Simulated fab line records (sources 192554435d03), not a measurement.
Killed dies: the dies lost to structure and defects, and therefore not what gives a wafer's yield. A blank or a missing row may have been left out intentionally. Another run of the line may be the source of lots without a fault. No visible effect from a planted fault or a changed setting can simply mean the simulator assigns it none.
fab line records || flow n5-finfet
record {"lots": 4, "wafers": 12, "last-day": 17}
route steps=1938 shown WELL_APT@41 PMOS_HMC_CHANNEL_EPI@57 BEOL_M4@1111 PASSIVATION@1936
lots with no fault: from the same line, run without faults
start-h: the number of hours between the record's first day and the start of the first shown wafer of the lot || wait-h: how many hours have passed since the lot's step before this one || " the same as in the row above || L1.1+2: one row covering several wafers at once || - value missing, or start not given || * or withheld: withheld || < > ~ a bound
route shown NAME@n: names a module that has steps shown in the file, with the first one's number in the route || usual: mean/standard deviation of fault-free wafers || same: alike in all rows || chamber/n: place in a boat || sites: readings site by site || _std_site: standard deviation of those values || _edge_site: inner sites' mean taken away from outer sites' mean || radius-mm: how far each site lies from the wafer's centre || mask NAME#n: copy n || behind: the tool/chamber that last shaped the wafer || hold: reason for holding the lot/hours on hold/outcome of the hold || device: the n, p or np transistor that did not switch || end of line: at the end of the route, the tests of the same wafers || step lacking rows: just its recipe || killed: dies lost to structure and defects at the first sort, not the wafer's yield || map: the dies of a wafer, with x for killed, . for not killed, _ for no die there
set.NAME: the setting as run; set.NAME@STEP: as run at that earlier step || model.NAME: the simulator's own value behind a step, which no gauge read
lots seen at some steps along the route; tables by step, rows by wafer
services: when a tool's chamber went out of use (start-h, in hours from the record's first day, below 0 if earlier), for how many hours, and the reason
## steps
# step N5_WELL_APT_DEVELOP_24
# recipe {"develop-time-s": 45, "rinse-liquid": "surfactant-rinse", "dry": "air-spin", "dev-temp-c": 21}
# step N5_WELL_APT_HARDBAKE_29
# recipe {"temp-c": 130, "time-s": 120}
# step N5_WELL_APT_DESCUM_30
# recipe {"chemistry": "O2", "time-s": 7.9, "source-power-w": 50, "bias-power-w": 20, "pressure-mtorr": 20, "rf-frequency-hz": 2.712e+07, "temp-c": 40, "o2-flow-sccm": 225}
# step N5_WELL_APT_IMPLANT_31
# recipe {"species": "B", "energy-kev": 60, "dose-cm2": 1.5e+13, "tilt-deg": 0, "rotation-deg": 0}
# step N5_WELL_APT_IMPLANT_32
# recipe {"species": "BF2", "energy-kev": 50, "dose-cm2": 2e+13, "tilt-deg": 0, "rotation-deg": 0}
# step N5_WELL_APT_STRIP_33
# recipe {"chemistry": "SPM", "time-s": 900, "temp-c": 130, "h2so4-h2o2-vol-ratio": 4, "dry": "ipa-marangoni"}
# step N5_WELL_APT_RTA_34
# recipe {"temp-c": 1000, "time-s": 10, "ambient": "N2", "idle-temp-c": 600, "ramp-up-c-per-s": 150, "ramp-down-c-per-s": 60, "cool-to-c": 600}
# step N5_WELL_APT_OXIDE_STRIP_42
# recipe {"chemistry": "dHF", "dilution": "25:1", "time-s": 45, "temp-c": 25, "target": "SiO2", "target-depth-a": 120}
# step N5_WELL_APT_PRECLEAN_36
# recipe {"chemistry": "O3/DIW", "time-s": 45, "temp-c": 22, "o3-ppm": 10}
# step N5_WELL_APT_PRECLEAN_39
# recipe {"chemistry": "dHF", "time-s": 60, "dilution": "150:1", "temp-c": 25}
# usual {"temp-c": "25.00/0.098"}
{"lot.wafer": "L495.1", "tool": "wet-bench-02", "chamber": 2, "start-h": 40.05, "wait-h": 0.0, "temp-c": 24.96}
{"lot.wafer": "L495.2", "tool": "wet-bench-02", "chamber": 3, "start-h": 40.05, "wait-h": 0.0, "temp-c": 24.83}
{"lot.wafer": "L495.4", "tool": "wet-bench-02", "chamber": 1, "start-h": 40.05, "wait-h": 0.0, "temp-c": 25.00}
{"lot.wafer": "L506.3", "tool": "wet-bench-02", "chamber": 3, "start-h": 107.83, "wait-h": 0.0, "temp-c": 24.91}
{"lot.wafer": "L506.4", "tool": "wet-bench-02", "chamber": 2, "start-h": 107.83, "wait-h": 0.0, "temp-c": 24.94}
{"lot.wafer": "L506.6", "tool": "wet-bench-02", "chamber": 1, "start-h": 107.83, "wait-h": 0.0, "temp-c": 24.95}
{"lot.wafer": "L507.2", "tool": "wet-bench-02", "chamber": 1, "start-h": 112.38, "wait-h": 0.0, "temp-c": 24.92}
{"lot.wafer": "L507.5", "tool": "wet-bench-02", "chamber": 0, "start-h": 112.38, "wait-h": 0.0, "temp-c": 24.98}
{"lot.wafer": "L507.6", "tool": "wet-bench-02", "chamber": 4, "start-h": 112.38, "wait-h": 0.0, "temp-c": 24.96}
{"lot.wafer": "L510.2", "tool": "wet-bench-03", "chamber": 6, "start-h": 130.70, "wait-h": 0.0, "temp-c": 24.84}
{"lot.wafer": "L510.3", "tool": "wet-bench-03", "chamber": 4, "start-h": 130.70, "wait-h": 0.0, "temp-c": 25.05}
{"lot.wafer": "L510.6", "tool": "wet-bench-03", "chamber": 1, "start-h": 130.70, "wait-h": 0.0, "temp-c": 24.98}
# step N5_WELL_APT_SRD_37
# recipe {"dry": "ipa-marangoni", "do-ppb": 5, "time-s": 30, "temp-c": 23, "rinse-liquid": "diw"}
# step N5_WELL_APT_EPI_41
# recipe {"material": "Si", "target-thk-a": 500, "temp-c": 650, "precursor": "SiH4/H2", "pressure-torr": 20, "time-s": 297.7}
# step N5_WELL_APT_INSPECT_38
# recipe {"inspect-instrument": "darkfield", "mode": "post-epi"}
# usual {"raw-defect-count": "14/5.2"}
{"lot.wafer": "L495.1", "tool": "defect-inspect-01", "chamber": "-", "start-h": 40.75, "wait-h": 0.5, "raw-defect-count": 12}
{"lot.wafer": "L495.2", "tool": "defect-inspect-01", "chamber": "-", "start-h": 40.75, "wait-h": 0.5, "raw-defect-count": 14}
{"lot.wafer": "L495.4", "tool": "defect-inspect-01", "chamber": "-", "start-h": 40.75, "wait-h": 0.5, "raw-defect-count": 8}
{"lot.wafer": "L506.3", "tool": "defect-inspect-01", "chamber": "-", "start-h": 108.54, "wait-h": 0.3, "raw-defect-count": 1211}
{"lot.wafer": "L506.4", "tool": "defect-inspect-01", "chamber": "-", "start-h": 108.54, "wait-h": 0.3, "raw-defect-count": 1107}
{"lot.wafer": "L506.6", "tool": "defect-inspect-01", "chamber": "-", "start-h": 108.54, "wait-h": 0.3, "raw-defect-count": 1165}
{"lot.wafer": "L507.2", "tool": "defect-inspect-02", "chamber": "-", "start-h": 113.08, "wait-h": 0.4, "raw-defect-count": 1162}
{"lot.wafer": "L507.5", "tool": "defect-inspect-02", "chamber": "-", "start-h": 113.08, "wait-h": 0.4, "raw-defect-count": 1060}
{"lot.wafer": "L507.6", "tool": "defect-inspect-02", "chamber": "-", "start-h": 113.08, "wait-h": 0.4, "raw-defect-count": 1158}
{"lot.wafer": "L510.2", "tool": "defect-inspect-01", "chamber": "-", "start-h": 131.44, "wait-h": 0.4, "raw-defect-count": 15}
{"lot.wafer": "L510.3", "tool": "defect-inspect-01", "chamber": "-", "start-h": 131.44, "wait-h": 0.4, "raw-defect-count": 14}
{"lot.wafer": "L510.6", "tool": "defect-inspect-01", "chamber": "-", "start-h": 131.44, "wait-h": 0.4, "raw-defect-count": 10}
# step N5_PMOS_HMC_CHANNEL_EPI_HM_DEP_34
# recipe {"material": "SiO2", "target-thk-a": 360, "temp-c": 400, "precursor": "TEOS/O2", "pressure-torr": 6.5, "rf-w": 900, "teos-flow-sccm": 161.4, "gas": "O2", "flow-sccm": 2650, "time-s": 6.9}
# step N5_PMOS_HMC_CHANNEL_EPI_COAT_31
# recipe {"resist": "BARC", "temp-c": 205, "time-s": 60, "spin-rpm": 1500, "resist-thk-nm": 66}
# step N5_PMOS_HMC_CHANNEL_EPI_COAT_03
# recipe {"resist": "CAR-ArF-block", "spin-rpm": 1500, "resist-thk-nm": 205}
# step N5_PMOS_HMC_CHANNEL_EPI_EBR_05
# recipe {"solvent": "PGMEA", "ebr-width-mm": 1.5}
# step N5_PMOS_HMC_CHANNEL_EPI_SOFTBAKE_04
# recipe {"temp-c": 110, "time-s": 60, "resist": "CAR-ArF-block"}
# step N5_PMOS_HMC_CHANNEL_EPI_EXPOSE_06
# recipe {"mask-id": "PMOS_HMC_BLK", "na": 1.35, "source-shape": "conventional", "sigma-outer": 0.8, "polarization": "unpolarized", "target-cd-nm": 240, "dose-mj": 41}
# step N5_PMOS_HMC_CHANNEL_EPI_PEB_07
# recipe {"peb-temp-c": 110, "peb-time-s": 60, "resist": "CAR-ArF-block"}
# step N5_PMOS_HMC_CHANNEL_EPI_DEVELOP_08
# recipe {"develop-time-s": 30, "developer": "TMAH", "resist": "CAR-ArF-block", "dev-temp-c": 23, "rinse-liquid": "diw", "dry": "air-spin"}
# step N5_PMOS_HMC_CHANNEL_EPI_INSPECT_11
# recipe {"mode": "adi", "inspect-instrument": "macro"}
# usual {"raw-defect-count": "2.2/1.6"}
{"lot.wafer": "L495.1", "tool": "defect-inspect-02", "chamber": "-", "start-h": 41.25, "wait-h": 0.0, "raw-defect-count": 1}
{"lot.wafer": "L495.2", "tool": "defect-inspect-02", "chamber": "-", "start-h": 41.25, "wait-h": 0.0, "raw-defect-count": 1}
{"lot.wafer": "L495.4", "tool": "defect-inspect-02", "chamber": "-", "start-h": 41.25, "wait-h": 0.0, "raw-defect-count": 2}
{"lot.wafer": "L506.3", "tool": "defect-inspect-02", "chamber": "-", "start-h": 108.91, "wait-h": 0.0, "raw-defect-count": ">300"}
{"lot.wafer": "L506.4", "tool": "defect-inspect-02", "chamber": "-", "start-h": 108.91, "wait-h": 0.0, "raw-defect-count": ">300"}
{"lot.wafer": "L506.6", "tool": "defect-inspect-02", "chamber": "-", "start-h": 108.91, "wait-h": 0.0, "raw-defect-count": ">300"}
{"lot.wafer": "L507.2", "tool": "defect-inspect-01", "chamber": "-", "start-h": 113.58, "wait-h": 0.0, "raw-defect-count": ">300"}
{"lot.wafer": "L507.5", "tool": "defect-inspect-01", "chamber": "-", "start-h": 113.58, "wait-h": 0.0, "raw-defect-count": ">300"}
{"lot.wafer": "L507.6", "tool": "defect-inspect-01", "chamber": "-", "start-h": 113.58, "wait-h": 0.0, "raw-defect-count": ">300"}
{"lot.wafer": "L510.2", "tool": "defect-inspect-01", "chamber": "-", "start-h": 131.81, "wait-h": 0.0, "raw-defect-count": 1}
{"lot.wafer": "L510.3", "tool": "defect-inspect-01", "chamber": "-", "start-h": 131.81, "wait-h": 0.0, "raw-defect-count": 0}
{"lot.wafer": "L510.6", "tool": "defect-inspect-01", "chamber": "-", "start-h": 131.81, "wait-h": 0.0, "raw-defect-count": 4}
# step N5_PMOS_HMC_CHANNEL_EPI_DESCUM_14
# recipe {"chemistry": "O2", "time-s": 7.9, "source-power-w": 50, "bias-power-w": 20, "pressure-mtorr": 20, "rf-frequency-hz": 2.712e+07, "temp-c": 40, "resist": "CAR-ArF-block", "o2-flow-sccm": 225}
# step N5_BEOL_M4_RC_MEAS_101
# usual {"DIBL_N": "36.2/1.6", "DIBL_P": "36.1/2", "IOFF_N": "0.16/0.032", "IOFF_P": "0.22/0.036", "ION_N": "672/11", "ION_P": "463/7.5", "SS_N": "71.4/0.58", "SS_P": "73.2/0.67", "VT_N": "250/3.3", "VT_P": "-250/3.3"}
{"lot.wafer": "L495.1", "tool": "prober-01", "chamber": 0, "start-h": 197.43, "wait-h": 0.0, "DIBL_N[mV/V]": 36.9, "DIBL_P[mV/V]": 34.6, "IOFF_N[nA/um]": 0.15, "IOFF_P[nA/um]": 0.19, "ION_N[uA/um]": 671, "ION_P[uA/um]": 463, "SS_N[mV/dec]": 71.6, "SS_P[mV/dec]": 72.6, "VT_N[mV]": 247, "VT_P[mV]": -249}
{"lot.wafer": "L495.2", "tool": "prober-01", "chamber": 0, "start-h": 197.43, "wait-h": 0.0, "DIBL_N[mV/V]": 37.2, "DIBL_P[mV/V]": 33.6, "IOFF_N[nA/um]": 0.15, "IOFF_P[nA/um]": 0.19, "ION_N[uA/um]": 659, "ION_P[uA/um]": 451, "SS_N[mV/dec]": 71.4, "SS_P[mV/dec]": 72.3, "VT_N[mV]": 248, "VT_P[mV]": -252}
{"lot.wafer": "L495.4", "tool": "prober-01", "chamber": 0, "start-h": 197.43, "wait-h": 0.0, "DIBL_N[mV/V]": 35.8, "DIBL_P[mV/V]": 33.3, "IOFF_N[nA/um]": 0.13, "IOFF_P[nA/um]": 0.19, "ION_N[uA/um]": 661, "ION_P[uA/um]": 459, "SS_N[mV/dec]": 70.7, "SS_P[mV/dec]": 72.9, "VT_N[mV]": 250, "VT_P[mV]": -249}
{"lot.wafer": "L506.3", "tool": "prober-02", "chamber": 0, "start-h": 270.54, "wait-h": 0.3, "DIBL_N[mV/V]": 38.1, "DIBL_P[mV/V]": 39.2, "IOFF_N[nA/um]": 0.21, "IOFF_P[nA/um]": 0.26, "ION_N[uA/um]": 676, "ION_P[uA/um]": 460, "SS_N[mV/dec]": 71.8, "SS_P[mV/dec]": 74.0, "VT_N[mV]": 244, "VT_P[mV]": -247}
{"lot.wafer": "L506.4", "tool": "prober-02", "chamber": 0, "start-h": 270.54, "wait-h": 0.3, "DIBL_N[mV/V]": 38.1, "DIBL_P[mV/V]": 38.5, "IOFF_N[nA/um]": 0.19, "IOFF_P[nA/um]": 0.26, "ION_N[uA/um]": 684, "ION_P[uA/um]": 460, "SS_N[mV/dec]": 72.0, "SS_P[mV/dec]": 73.7, "VT_N[mV]": 248, "VT_P[mV]": -246}
{"lot.wafer": "L506.6", "tool": "prober-02", "chamber": 0, "start-h": 270.54, "wait-h": 0.3, "DIBL_N[mV/V]": 38.0, "DIBL_P[mV/V]": 38.3, "IOFF_N[nA/um]": 0.22, "IOFF_P[nA/um]": 0.26, "ION_N[uA/um]": 690, "ION_P[uA/um]": 469, "SS_N[mV/dec]": 71.6, "SS_P[mV/dec]": 74.0, "VT_N[mV]": 242, "VT_P[mV]": -244}
{"lot.wafer": "L507.2", "tool": "prober-02", "chamber": 0, "start-h": 276.62, "wait-h": 0.2, "DIBL_N[mV/V]": 35.3, "DIBL_P[mV/V]": 34.4, "IOFF_N[nA/um]": 0.14, "IOFF_P[nA/um]": 0.20, "ION_N[uA/um]": 664, "ION_P[uA/um]": 457, "SS_N[mV/dec]": 71.7, "SS_P[mV/dec]": 73.3, "VT_N[mV]": 253, "VT_P[mV]": -251}
{"lot.wafer": "L507.5", "tool": "prober-02", "chamber": 0, "start-h": 276.62, "wait-h": 0.2, "DIBL_N[mV/V]": 34.2, "DIBL_P[mV/V]": 34.1, "IOFF_N[nA/um]": 0.13, "IOFF_P[nA/um]": 0.19, "ION_N[uA/um]": 665, "ION_P[uA/um]": 459, "SS_N[mV/dec]": 70.5, "SS_P[mV/dec]": 73.0, "VT_N[mV]": 256, "VT_P[mV]": -251}
{"lot.wafer": "L507.6", "tool": "prober-02", "chamber": 0, "start-h": 276.62, "wait-h": 0.2, "DIBL_N[mV/V]": 32.5, "DIBL_P[mV/V]": 30.8, "IOFF_N[nA/um]": 0.11, "IOFF_P[nA/um]": 0.15, "ION_N[uA/um]": 664, "ION_P[uA/um]": 451, "SS_N[mV/dec]": 70.6, "SS_P[mV/dec]": 71.6, "VT_N[mV]": 254, "VT_P[mV]": -253}
{"lot.wafer": "L510.2", "tool": "prober-02", "chamber": 0, "start-h": 317.48, "wait-h": 0.2, "DIBL_N[mV/V]": 39.6, "DIBL_P[mV/V]": 37.8, "IOFF_N[nA/um]": 0.25, "IOFF_P[nA/um]": 0.23, "ION_N[uA/um]": 679, "ION_P[uA/um]": 459, "SS_N[mV/dec]": 73.6, "SS_P[mV/dec]": 73.9, "VT_N[mV]": 245, "VT_P[mV]": -249}
{"lot.wafer": "L510.3", "tool": "prober-02", "chamber": 0, "start-h": 317.48, "wait-h": 0.2, "DIBL_N[mV/V]": 38.6, "DIBL_P[mV/V]": 37.9, "IOFF_N[nA/um]": 0.20, "IOFF_P[nA/um]": 0.24, "ION_N[uA/um]": 666, "ION_P[uA/um]": 453, "SS_N[mV/dec]": 72.5, "SS_P[mV/dec]": 74.0, "VT_N[mV]": 249, "VT_P[mV]": -250}
{"lot.wafer": "L510.6", "tool": "prober-02", "chamber": 0, "start-h": 317.48, "wait-h": 0.2, "DIBL_N[mV/V]": 37.0, "DIBL_P[mV/V]": 36.2, "IOFF_N[nA/um]": 0.18, "IOFF_P[nA/um]": 0.20, "ION_N[uA/um]": 673, "ION_P[uA/um]": 454, "SS_N[mV/dec]": 72.5, "SS_P[mV/dec]": 73.8, "VT_N[mV]": 246, "VT_P[mV]": -253}
# step N5_PASSIVATION_PROBE_49
# usual {"defect-limited-yield": "91.4/1.3", "killed_at_M0_to_M3": "34/10", "killed_at_M4_up": "14/5.6", "killed-at-contacts": "13/5.9", "killed-at-front-end": "37/9.9", "killed-at-other": "3.5/2.8", "killed-dies": "101/15", "killed-on-rim": "13/3.9", "killed-open": "67/12", "killed-short": "32/6.6", "sort_bin_5_function": "5.0/0.81", "sort_bin_6_memory": "3.2/0.66", "sort-n-pass": "1079/15", "sort-yield-pct": "91.4/1.3"}
# same {"gross-dies": 1180, "killed-at-back-side": 0, "sort_bin_4_leakage[%]": 0, "sort_bin_8_speed[%]": 0}
{"lot.wafer": "L506.3", "tool": "prober-01", "chamber": "-", "start-h": 372.03, "wait-h": 0.1, "defect-limited-yield[%]": 85.4, "killed_at_M0_to_M3": 41, "killed_at_M4_up": 14, "killed-at-contacts": 15, "killed-at-front-end": 96, "killed-at-other": 6, "killed-dies": 172, "killed-on-rim": 31, "killed-open": 64, "killed-short": 43, "sort_bin_5_function[%]": 8.1, "sort_bin_6_memory[%]": 4.4, "sort-n-pass": 1008, "sort-yield-pct[%]": 85.4}
{"lot.wafer": "L506.4", "tool": "prober-01", "chamber": "-", "start-h": 372.08, "wait-h": 0.2, "defect-limited-yield[%]": 82.0, "killed_at_M0_to_M3": 22, "killed_at_M4_up": 8, "killed-at-contacts": 14, "killed-at-front-end": 168, "killed-at-other": 0, "killed-dies": 212, "killed-on-rim": 32, "killed-open": 66, "killed-short": 29, "sort_bin_5_function[%]": 11.1, "sort_bin_6_memory[%]": 3.5, "sort-n-pass": 968, "sort-yield-pct[%]": 82.0}
{"lot.wafer": "L506.6", "tool": "prober-01", "chamber": "-", "start-h": 372.18, "wait-h": 0.3, "defect-limited-yield[%]": 84.1, "killed_at_M0_to_M3": 40, "killed_at_M4_up": 4, "killed-at-contacts": 6, "killed-at-front-end": 137, "killed-at-other": 1, "killed-dies": 188, "killed-on-rim": 27, "killed-open": 55, "killed-short": 37, "sort_bin_5_function[%]": 9.5, "sort_bin_6_memory[%]": 3.2, "sort-n-pass": 992, "sort-yield-pct[%]": 84.1}
{"lot.wafer": "L507.2", "tool": "prober-01", "chamber": "-", "start-h": 376.62, "wait-h": 0.1, "defect-limited-yield[%]": 84.1, "killed_at_M0_to_M3": 33, "killed_at_M4_up": 8, "killed-at-contacts": 13, "killed-at-front-end": 131, "killed-at-other": 3, "killed-dies": 188, "killed-on-rim": 27, "killed-open": 52, "killed-short": 36, "sort_bin_5_function[%]": 9.2, "sort_bin_6_memory[%]": 3.6, "sort-n-pass": 992, "sort-yield-pct[%]": 84.1}
{"lot.wafer": "L507.5", "tool": "prober-01", "chamber": "-", "start-h": 376.77, "wait-h": 0.2, "defect-limited-yield[%]": 85.0, "killed_at_M0_to_M3": 20, "killed_at_M4_up": 13, "killed-at-contacts": 6, "killed-at-front-end": 137, "killed-at-other": 1, "killed-dies": 177, "killed-on-rim": 24, "killed-open": 47, "killed-short": 28, "sort_bin_5_function[%]": 8.6, "sort_bin_6_memory[%]": 3.2, "sort-n-pass": 1003, "sort-yield-pct[%]": 85.0}
{"lot.wafer": "L507.6", "tool": "prober-01", "chamber": "-", "start-h": 376.82, "wait-h": 0.3, "defect-limited-yield[%]": 85.1, "killed_at_M0_to_M3": 32, "killed_at_M4_up": 4, "killed-at-contacts": 13, "killed-at-front-end": 122, "killed-at-other": 5, "killed-dies": 176, "killed-on-rim": 31, "killed-open": 57, "killed-short": 29, "sort_bin_5_function[%]": 8.7, "sort_bin_6_memory[%]": 3.8, "sort-n-pass": 1004, "sort-yield-pct[%]": 85.1}
# killed by level:class
L506.3 WELL_APT:unspecified=63 MOL_CONTACT_COAG:geometric-particle:open=13 BEOL_M0_SAQP:geometric-particle:short=11 BEOL_M0_SAQP:geometric-particle:open=8 BEOL_M3:geometric-particle:open=8 STI_FIN_REVEAL:geometric-particle:open=7 ILD0:geometric-particle:short=6 FIN_SAQP:geometric-particle:short=5
L506.4 WELL_APT:unspecified=117 STI_FIN_REVEAL:geometric-particle:open=13 MOL_CONTACT_COAG:geometric-particle:open=11 FIN_SAQP:geometric-particle:open=10 GATE_CUT:geometric-particle:open=6 BEOL_M1:geometric-particle:open=5 ILD0:geometric-particle:open=4 DUMMY_GATE:geometric-particle:open=4
L506.6 WELL_APT:unspecified=96 BEOL_M0_SAQP:geometric-particle:short=12 STI_FIN_REVEAL:geometric-particle:open=10 FIN_SAQP:geometric-particle:short=8 BEOL_M3:geometric-particle:open=7 BEOL_M0_SAQP:geometric-particle:open=7 FIN_SAQP:geometric-particle:open=4 GATE_CUT:geometric-particle:short=4
L507.2 WELL_APT:unspecified=100 BEOL_M0_SAQP:geometric-particle:short=10 MOL_CONTACT_COAG:geometric-particle:open=9 FIN_SAQP:geometric-particle:short=7 BEOL_M2:geometric-particle:open=6 BEOL_M0_SAQP:geometric-particle:open=5 FIN_SAQP:geometric-particle:open=4 STI_FIN_REVEAL:geometric-particle:open=4
L507.5 WELL_APT:unspecified=102 GATE_CUT:geometric-particle:short=10 GATE_CUT:geometric-particle:open=6 BEOL_M2:geometric-particle:open=6 MOL_CONTACT_COAG:geometric-particle:open=5 FIN_SAQP:geometric-particle:open=4 BEOL_M0_SAQP:geometric-particle:short=4 BEOL_M7:geometric-particle:open=4
L507.6 WELL_APT:unspecified=89 BEOL_M2:geometric-particle:open=14 MOL_CONTACT_COAG:geometric-particle:open=11 GATE_CUT:geometric-particle:short=6 BEOL_M0_SAQP:geometric-particle:open=6 FIN_SAQP:geometric-particle:open=5 STI_FIN_REVEAL:geometric-particle:open=4 GATE_CUT:geometric-particle:open=3
# map L506.4 (x killed, . not)
_________________.x..........________________
______________..x..............._____________
___________...x....................__________
__________.......x..x.........x....._________
________..x.........x..........x.....x_______
_______........x..................x....______
______....xx..............x............._____
_____..x.x...........x......x........x...____
____.x.......x....................x.......___
___...........x....x.............x.....x...__
___..x......................x..............__
__xx.......x.....................x.........._
__.....x...x........x......................._
_....................x...............x.....xx
_..x......x....x..x.....x...........xx.......
_...............x...................x........
_.............................x...x.x........
_..........x...................x.............
_......x....x....................x.....x...xx
_..............x.x.....x.x.........x........x
_.............................x...x..........
__xx...........x..........x..........x....x._
__.......x...x................x.......x....._
___....x....x................x...x........x__
___....x.......x.xx.x.x.x.x............x...__
____....x..xxx...xxxx.xxxx.x..............___
_____.......xx.xxxxxxxxx...x....x........____
______......xxxxxxxxxxxxx.x..x.........._____
_______...xxx.xxxxxxxxxxxxx............______
________....xxxxxxxxxxxxx............._______
__________..xxxxxxxxxxxxxx.........._________
___________xxxxxxxxxxxxxxx.........__________
______________xxxxxxxxxxx......._____________
_________________xxxxxxxxxx..________________
# map L507.2 (x killed, . not)
_________________.......x...x________________
______________.x................_____________
___________x...............x.......__________
__________x.xx.....xx...x....x......_________
________xxxxx...............x........._______
_______xxxxxxx.........................______
______xxxxx.xxx............x........x..._____
_____xxxxxxxxxx.x.x................x..x..____
____xxxxxxxxxx.x................x.........___
___xxxxxxxxxxxx.......x................x...__
___xxxxxxxxxxx........xx...................__
__xxxxxxxxxx.x...........x.................._
__xxxxxxxxxxx...................x....x......_
_...xxxxxxx...........................x....x.
_..x..xx..x..x....x.....................x.x..
_........x............xx...x.................
_.x...................x..x.......x........x.x
_........x.............x.....................
_x....................x.................x....
_...............x........x.......x...........
_..........x...xx.............x..............
__......x......x....................x.....x._
__......x..x...............................x_
___.........x...x......x...................__
___.......x.....x.....x.....x..............__
____.......x..x....x.x...x....x..x........___
_____..............x.....................____
______..x..........xx..x................_____
_______.........x................x....x______
________.......x.x...................._______
__________..x.x.....x..............._________
___________....x...................__________
______________............x....._____________
_________________............________________
## services
{"tool": "wet-bench-03", "chamber": "-", "start-h": 32.96, "hours": 88.1, "kind": "repair"}
{"tool": "wet-bench-02", "chamber": "-", "start-h": 52.67, "hours": 4.6, "kind": "repair"}
## key
first-sign {"step": "N5_WELL_APT_INSPECT_38", "reading": "raw-defect-count", "direction": "up", "sigmas": "99+", "usual": 14, "struck": 1144}
effect {"step": "N5_PMOS_HMC_CHANNEL_EPI_INSPECT_11", "reading": "raw-defect-count", "direction": "up", "sigmas": "99+", "usual": 2.2, "struck": ">300"}
effect {"step": "N5_PASSIVATION_PROBE_49", "reading": "killed-at-front-end", "direction": "up", "sigmas": 9.6, "usual": 37, "struck": 132}
more-kills-born-at {"N5_WELL_APT_PRECLEAN_39@wet-bench-02": 567}
met-at N5_WELL_APT_PRECLEAN_39
struck-wafers L506.3,L506.4,L506.6,L507.2,L507.5,L507.6
onset-between 40.05 107.83
fault {"kind": "chamber-particle-source", "tool": "wet-bench-02", "chamber": "-", "onset-h": 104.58, "steps": "N5_WELL_APT_PRECLEAN_39", "rate-per-visit-cm2": 1.7851, "end-h": 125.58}
